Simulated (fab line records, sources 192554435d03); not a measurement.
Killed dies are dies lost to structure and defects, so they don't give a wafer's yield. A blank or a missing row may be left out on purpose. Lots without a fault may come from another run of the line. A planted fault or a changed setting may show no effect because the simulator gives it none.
Which tool did it? | flow n5_finfet | 8 lots, 22 wafers sampled, at 7 steps of a route of 1938

WHAT THE GAUGES READ, wafer by wafer
N5_BEOL_M4_RC_MEAS_101. Usual: DIBL_N 35.0 mV/V, standard deviation 2.4; DIBL_P 35.4 mV/V, standard deviation 2.8; IOFF_N 0.14 nA/um, standard deviation 0.045; IOFF_P 0.20 nA/um, standard deviation 0.048; ION_N 667 uA/um, standard deviation 19; ION_P 460 uA/um, standard deviation 11; SS_N 71.2 mV/dec, standard deviation 0.71; SS_P 73.1 mV/dec, standard deviation 0.86; VT_N 252 mV, standard deviation 4.6; VT_P -251 mV, standard deviation 3.4.
lot  | measured     | on        | DIBL_N (mV/V)  | DIBL_P (mV/V)  | IOFF_N (nA/um) | IOFF_P (nA/um) | ION_N (uA/um) | ION_P (uA/um) | SS_N (mV/dec)  | SS_P (mV/dec)  | VT_N (mV)   | VT_P (mV)      | flag
L521 | day 10 22:53 | prober-02 | 34.3 32.4 35.7 | 35.8 33.3 38.3 | 0.14 0.12 0.16 | 0.20 0.17 0.24 | 673 661 665   | 469 462 465   | 71.1 70.8 71.5 | 73.4 72.3 73.6 | 251 253 250 | -251 -253 -250 |
L522 | day 10 22:40 | prober-01 | 35.5 32.0 34.4 | 33.4 30.6 32.6 | 0.12 0.08 0.11 | 0.15 0.12 0.14 | 666 659 662   | 455 453 457   | 70.8 70.2 70.9 | 72.1 71.5 72.1 | 256 258 255 | -257 -257 -254 |
L523 | day 11 16:23 | prober-01 | 35.5 34.0      | 35.3 34.1      | 0.14 0.11      | 0.18 0.17      | 659 667       | 452 456       | 70.9 70.2      | 72.7 72.5      | 251 255     | -252 -252      |
L524 | day 11 19:07 | prober-02 | 33.3 36.9 35.9 | 31.0 34.7 34.8 | 0.10 0.15 0.15 | 0.13 0.17 0.17 | 637 661 682   | 437 455 467   | 70.7 71.1 70.9 | 72.4 73.3 73.3 | 257 250 250 | -258 -253 -253 |
L528 | day 12 12:53 | prober-02 | 39.2 34.4 37.5 | 41.4 30.3 36.4 | 0.22 0.11 0.17 | 0.33 0.14 0.21 | 688 631 666   | 483 437 456   | 71.9 71.8 71.4 | 74.8 72.3 74.4 | 243 258 249 | -246 -258 -252 |
L532 | day 13 23:25 | prober-01 | 34.6 33.8      | 35.6 34.3      | 0.14 0.11      | 0.20 0.17      | 681 656       | 471 450       | 70.7 70.9      | 73.5 73.0      | 251 256     | -252 -256      |

WHICH TOOL RAN EACH LOT (tool, then ch and the chambers of the sampled wafers, then the start)
lot  | N5_BEOL_M0_SAQP_MANDREL_ETCH_103 | N5_BEOL_M0_SAQP_ETCH_106           | N5_BEOL_M0_SAQP_STRIP_108          | N5_BEOL_M0_SAQP_RECESS_109         | N5_BEOL_M0_SAQP_SPACER2_ALD_26    | N5_BEOL_M0_SAQP_SPACER2_ETCHBACK_27
L513 | rie_si-05 ch 0,3, day 6 14:15    | rie_diel-06 ch 0,1, day 6 14:47    | rie_diel-06 ch 0,1, day 6 14:53    | vapor_etch-01 ch 0,1, day 6 14:57  | ald_sin-01 ch 1,2, day 6 15:05    | rie_diel-06 ch 0,1,3, day 6 15:38
L514 | rie_si-05 ch 0,1, day 6 18:38    | rie_diel-02 ch 0,3, day 6 19:11    | rie_diel-02 ch 0,3, day 6 19:17    | vapor_etch-02 ch 0,1, day 6 19:23  | ald_sin-01 ch 0,1,3, day 6 19:30  | rie_diel-01 ch 0,1,3, day 6 20:03
L521 | rie_si-05 ch 0,2,3, day 8 15:48  | rie_diel-02 ch 0,2, day 8 16:20    | rie_diel-02 ch 0,2, day 8 16:26    | vapor_etch-01 ch 0,1, day 8 16:29  | ald_sin-01 ch 0,1, day 8 16:38    | rie_diel-01 ch 0,2, day 8 17:13
L522 | rie_si-05 ch 1,2,3, day 8 21:50  | rie_diel-06 ch 2,3, day 8 22:22    | rie_diel-06 ch 2,3, day 8 22:28    | vapor_etch-02 ch 0,1, day 8 22:32  | ald_sin-01 ch 0,1,3, day 8 22:40  | rie_diel-02 ch 1,2, day 8 23:14
L523 | rie_si-01 ch 1,3, day 9 00:46    | rie_diel-06 ch 1,2, day 9 01:37    | rie_diel-06 ch 1,2, day 9 01:43    | vapor_etch-02 ch 0, day 9 01:47    | ald_sin-03 ch 1,3, day 9 01:56    | rie_diel-06 ch 2,3, day 9 02:29
L524 | rie_si-05 ch 0,1, day 9 09:30    | rie_diel-02 ch 0,2,3, day 9 10:02  | rie_diel-02 ch 0,2,3, day 9 10:08  | vapor_etch-02 ch 0,1, day 9 10:11  | ald_sin-01 ch 0,3, day 9 10:24    | rie_diel-06 ch 0,1,2, day 9 10:56
L528 | rie_si-01 ch 1,2,3, day 10 07:31 | rie_diel-01 ch 0,1,2, day 10 08:02 | rie_diel-01 ch 0,1,2, day 10 08:08 | vapor_etch-01 ch 0,1, day 10 08:12 | ald_sin-03 ch 0,1,2, day 10 08:21 | rie_diel-01 ch 0,1,2, day 10 08:54
L532 | rie_si-02 ch 0,1, day 11 14:53   | rie_diel-02 ch 1,3, day 11 15:40   | rie_diel-02 ch 1,3, day 11 15:46   | vapor_etch-02 ch 0, day 11 15:50   | ald_sin-03 ch 2, day 11 15:58     | rie_diel-02 ch 0,3, day 11 16:41
- N5_BEOL_M0_SAQP_MANDREL_ETCH_103: etches a-Si in HBr/Cl2, stops on SiCN, target depth 45 nm, bt time 10 s, time 27 s.
- N5_BEOL_M0_SAQP_ETCH_106: etches SOC in N2/H2, stops on SiNx, target depth 150 nm.
- N5_BEOL_M0_SAQP_STRIP_108: strips in N2/H2.
- N5_BEOL_M0_SAQP_RECESS_109: chemistry HF/NH3, target SiO2, target depth 3 nm, afs cycles 1, sublimation time 60 s.
- N5_BEOL_M0_SAQP_SPACER2_ALD_26: deposits SiO2, target thk 15 nm, pulse time 1 s, purge time 2 s.
- N5_BEOL_M0_SAQP_SPACER2_ETCHBACK_27: etches SiO2 in CHF3/O2, target depth 22.5 nm, time 11.25 s.

WHAT THE TOOLS THEMSELVES READ (means of the sampled wafers that have a number; where no wafer has one, the mark that the record gives instead)
N5_BEOL_M0_SAQP_MANDREL_ETCH_103. Usual: HBr_flow_sccm 150.0 sccm, standard deviation 0.45; bias_w 74.97 W, standard deviation 0.22; drypump_motor_current_A 5.6 A, standard deviation 0.48; oes_product_au 0.682 a.u., standard deviation 0.013; throttle_valve_pct 35.4 %, standard deviation 0.44.
lot  | tool      | HBr_flow_sccm (sccm) | bias_w (W) | drypump_motor_current_A (A) | oes_product_au (a.u.) | throttle_valve_pct (%) | flag
L513 | rie_si-05 | -                    | -          | -                           | -                     | -                      | OFF
L514 | rie_si-05 | -                    | -          | -                           | -                     | -                      | OFF
L521 | rie_si-05 | 150.2                | 74.85      | 5.8                         | 0.676                 | 35.4                   |
L522 | rie_si-05 | 150.3                | 75.00      | 5.6                         | 0.673                 | 35.0                   |
L523 | rie_si-01 | 149.5                | 75.22      | 6.1                         | 0.680                 | 35.3                   |
L524 | rie_si-05 | 150.0                | 74.98      | 5.3                         | 0.687                 | 35.0                   |
L528 | rie_si-01 | 149.9                | 74.99      | 6.1                         | 0.687                 | 35.2                   |
L532 | rie_si-02 | 150.0                | 75.03      | 5.1                         | 0.708                 | 35.8                   |

N5_BEOL_M0_SAQP_ETCH_106. Usual: bias_w 60.99 W, standard deviation 0.19; chamber_pressure_mTorr 30.000 mTorr, standard deviation 0.03; drypump_motor_current_A 5.8 A, standard deviation 0.43; oes_product_au 0.77 a.u., standard deviation 0.091; rf_vpp_V 240.5 V, standard deviation 1.5; showerhead_plenum_p_Torr 2.53 Torr, standard deviation 0.098; throttle_valve_pct 17.8 %, standard deviation 0.31.
lot  | tool        | bias_w (W) | chamber_pressure_mTorr (mTorr) | drypump_motor_current_A (A) | oes_product_au (a.u.) | rf_vpp_V (V) | showerhead_plenum_p_Torr (Torr) | throttle_valve_pct (%) | flag
L513 | rie_diel-06 | 60.95      | 29.989                         | 6.7                         | 0.30                  | 241.0        | 2.59                            | 17.7                   | OFF
L514 | rie_diel-02 | 61.00      | 30.009                         | 5.9                         | 0.27                  | 241.0        | 2.57                            | 17.9                   | OFF
L521 | rie_diel-02 | 61.18      | 29.992                         | 5.3                         | 0.75                  | 241.9        | 2.58                            | 17.7                   |
L522 | rie_diel-06 | 61.01      | 30.017                         | 5.9                         | 0.82                  | 238.4        | 2.47                            | 17.9                   |
L523 | rie_diel-06 | 61.29      | 30.000                         | 6.3                         | 0.78                  | 240.1        | 2.46                            | 18.1                   |
L524 | rie_diel-02 | 61.23      | 29.991                         | 5.7                         | 0.71                  | 240.9        | 2.53                            | 17.9                   |
L528 | rie_diel-01 | 61.01      | 30.014                         | 5.6                         | 0.75                  | 240.9        | 2.54                            | 17.7                   |
L532 | rie_diel-02 | 61.16      | 29.983                         | 6.0                         | 0.76                  | 239.8        | 2.56                            | 17.8                   |

N5_BEOL_M0_SAQP_STRIP_108. Usual: drypump_motor_current_A 5.8 A, standard deviation 0.43; oes_product_au 0.78 a.u., standard deviation 0.09; rf_vpp_V 121.7 V, standard deviation 1; showerhead_plenum_p_Torr 3.34 Torr, standard deviation 0.12; throttle_valve_pct 18.9 %, standard deviation 0.37.
lot  | tool        | drypump_motor_current_A (A) | oes_product_au (a.u.) | rf_vpp_V (V) | showerhead_plenum_p_Torr (Torr) | throttle_valve_pct (%) | flag
L513 | rie_diel-06 | 6.7                         | 0.79                  | 121.5        | 3.42                            | 18.8                   |
L514 | rie_diel-02 | 5.9                         | 0.72                  | 121.5        | 3.39                            | 19.1                   |
L521 | rie_diel-02 | 5.3                         | 0.77                  | 121.7        | 3.40                            | 18.8                   |
L522 | rie_diel-06 | 5.8                         | 0.84                  | 120.9        | 3.26                            | 19.3                   |
L523 | rie_diel-06 | 6.3                         | 0.81                  | 120.2        | 3.26                            | 19.4                   |
L524 | rie_diel-02 | 5.7                         | 0.74                  | 122.2        | 3.35                            | 19.0                   |
L528 | rie_diel-01 | 5.5                         | 0.76                  | 122.2        | 3.35                            | 18.8                   |
L532 | rie_diel-02 | 6.0                         | 0.76                  | 123.2        | 3.38                            | 19.0                   |

N5_BEOL_M0_SAQP_RECESS_109. Usual: drypump_motor_current_A 5.7 A, standard deviation 0.43; sublimation_temp_c 179.99 C, standard deviation 0.18.
lot  | tool          | drypump_motor_current_A (A) | sublimation_temp_c (C) | flag
L513 | vapor_etch-01 | 5.9                         | 179.95                 |
L514 | vapor_etch-02 | 5.6                         | 179.97                 |
L521 | vapor_etch-01 | 5.8                         | 180.08                 |
L522 | vapor_etch-02 | 5.6                         | 180.17                 |
L523 | vapor_etch-02 | 5.0                         | 180.02                 |
L524 | vapor_etch-02 | 5.6                         | 179.88                 |
L528 | vapor_etch-01 | 6.0                         | 179.97                 |
L532 | vapor_etch-02 | 5.0                         | 179.97                 |

N5_BEOL_M0_SAQP_SPACER2_ALD_26. Usual: heater_power_w 478 W, standard deviation 47; precursor_pulse_height_rel 1.001, standard deviation 0.02.
lot  | tool       | heater_power_w (W) | precursor_pulse_height_rel | flag
L513 | ald_sin-01 | 485                | 0.983                      |
L514 | ald_sin-01 | 496                | 1.003                      |
L521 | ald_sin-01 | 530                | 0.999                      |
L522 | ald_sin-01 | 492                | 0.998                      |
L523 | ald_sin-03 | 441                | 1.002                      |
L524 | ald_sin-01 | 470                | 0.992                      |
L528 | ald_sin-03 | 497                | 0.998                      |
L532 | ald_sin-03 | 536                | 1.007                      |

N5_BEOL_M0_SAQP_SPACER2_ETCHBACK_27. Usual: drypump_motor_current_A 5.9 A, standard deviation 0.43; oes_product_au 0.77 a.u., standard deviation 0.095; rf_vpp_V 527 V, standard deviation 12; showerhead_plenum_p_Torr 2.39 Torr, standard deviation 0.089; throttle_valve_pct 18.84 %, standard deviation 0.26.
lot  | tool        | drypump_motor_current_A (A) | oes_product_au (a.u.) | rf_vpp_V (V) | showerhead_plenum_p_Torr (Torr) | throttle_valve_pct (%) | flag
L513 | rie_diel-06 | 6.4                         | 0.32                  | 517          | 2.41                            | 18.64                  | OFF
L514 | rie_diel-01 | 5.7                         | 0.29                  | 523          | 2.41                            | 18.64                  | OFF
L521 | rie_diel-01 | 5.6                         | 0.84                  | 535          | 2.41                            | 18.58                  |
L522 | rie_diel-02 | 5.3                         | 0.82                  | 523          | 2.48                            | 18.80                  |
L523 | rie_diel-06 | 5.9                         | 0.79                  | 534          | 2.33                            | 19.04                  |
L524 | rie_diel-06 | 6.5                         | 0.76                  | 525          | 2.38                            | 18.97                  |
L528 | rie_diel-01 | 5.5                         | 0.76                  | 529          | 2.41                            | 18.81                  |
L532 | rie_diel-02 | 6.0                         | 0.68                  | 528          | 2.38                            | 19.05                  |

THE ANSWER, worked out from the rows above alone
Rule: a lot is off if the mean of its wafers that have a number lies more than 3 standard deviations from the usual mean. A lot without any number at a reading at which 4 lots or more have one is off too. The other lots that the step has rows for count as sound. The gauges are gone through in route order, then the tools' own readings, and for those a lot's mean is taken as printed above. The first step at which some lot is off is used, and at that step the reading that is off furthest; a lot without a number counts as furthest.
Off: L513, L514, at N5_BEOL_M0_SAQP_MANDREL_ETCH_103 (HBr_flow_sccm). Without a number there: L513, L514.
A tool fits if, at that step or a process step before it, it ran every lot that is off, and no sound lot after the first of them. None of those tried fits.

WHAT THE SIMULATOR HAD PUT IN
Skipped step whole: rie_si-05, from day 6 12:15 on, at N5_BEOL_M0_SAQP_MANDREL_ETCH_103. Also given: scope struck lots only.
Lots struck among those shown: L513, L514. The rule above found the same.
